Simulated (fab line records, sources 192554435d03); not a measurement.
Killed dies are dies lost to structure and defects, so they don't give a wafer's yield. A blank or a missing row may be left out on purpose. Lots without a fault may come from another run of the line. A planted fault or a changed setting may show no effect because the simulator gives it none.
Chamber matching | flow n5_finfet | N5_MOL_CONTACT_COAG_ETCH_65 on rie_diel-05: 4 sister chambers
The step etches underlayer in N2/H2, target depth 13 nm, time 10.4 s. 16 wafers are shown with their chamber, then 8 later ones without.

WAFERS WITH THEIR CHAMBER
wafer  | chamber | showerhead_plenum_p_Torr (Torr) | drypump_motor_current_A (A) | throttle_valve_pct (%)
L076.3 | 3       | 2.49                            | 5.5                         | 17.79
L076.4 | 2       | 2.65                            | 5.7                         | 17.96
L076.6 | 0       | 2.59                            | 5.4                         | 17.65
L080.2 | 0       | 2.58                            | 5.4                         | 17.67
L080.4 | 1       | 2.48                            | 6.2                         | 17.53
L080.5 | 2       | 2.65                            | 5.6                         | 18.00
L085.1 | 1       | 2.48                            | 6.2                         | 17.57
L085.4 | 3       | 2.48                            | 5.6                         | 17.35
L085.6 | 3       | 2.48                            | 5.6                         | 17.35
L087.1 | 0       | 2.58                            | 5.4                         | 17.72
L087.2 | 2       | 2.64                            | 5.6                         | 18.01
L087.5 | 1       | 2.48                            | 6.2                         | 17.57
L090.2 | 0       | 2.57                            | 5.3                         | 17.70
L090.4 | 2       | 2.64                            | 5.6                         | 18.05
L090.6 | 0       | 2.57                            | 5.3                         | 17.71
L091.2 | 2       | 2.64                            | 5.6                         | 18.06

SIGNATURES (means of the wafers above)
reading                  | chamber 0 | chamber 1 | chamber 2 | chamber 3 | scatter within a chamber
showerhead_plenum_p_Torr | 2.5780    | 2.4800    | 2.6440    | 2.4833    | 0.00624
drypump_motor_current_A  | 5.360     | 6.200     | 5.620     | 5.567     | 0.0471
throttle_valve_pct       | 17.6900   | 17.5567   | 18.0160   | 17.4967   | 0.108
Rule: a wafer's distance from a chamber is the root of the sum, over the readings, of the square of ((its reading less the chamber's mean) divided by the reading's scatter). The wafer belongs to the nearest chamber; if the next one is less than 2 further off, it can't be placed. The scatter: the root of (the sum of the squares of (reading less its chamber's mean) over the shown wafers, divided by (wafers less chambers)).

WAFERS WITHOUT THEIR CHAMBER
wafer  | showerhead_plenum_p_Torr (Torr) | drypump_motor_current_A (A) | throttle_valve_pct (%)
L091.5 | 2.57                            | 5.4                         | 17.69
L091.6 | 2.47                            | 6.2                         | 17.59
L094.1 | 2.48                            | 5.6                         | 17.37
L094.3 | 2.63                            | 5.6                         | 18.05
L094.4 | 2.47                            | 6.2                         | 17.59
L095.2 | 2.63                            | 5.6                         | 18.05
L095.5 | 2.57                            | 5.4                         | 17.72
L095.6 | 2.48                            | 5.6                         | 17.36

WHICH CHAMBER EACH WENT THROUGH
wafer  | from the rows above | in truth
L091.5 | 0                   | 0
L091.6 | 1                   | 1
L094.1 | 3                   | 3
L094.3 | 2                   | 2
L094.4 | 1                   | 1
L095.2 | 2                   | 2
L095.5 | 0                   | 0
L095.6 | 3                   | 3
Placed correctly: 8 of 8. Can't be placed from these rows: 0. Placed wrongly: 0.
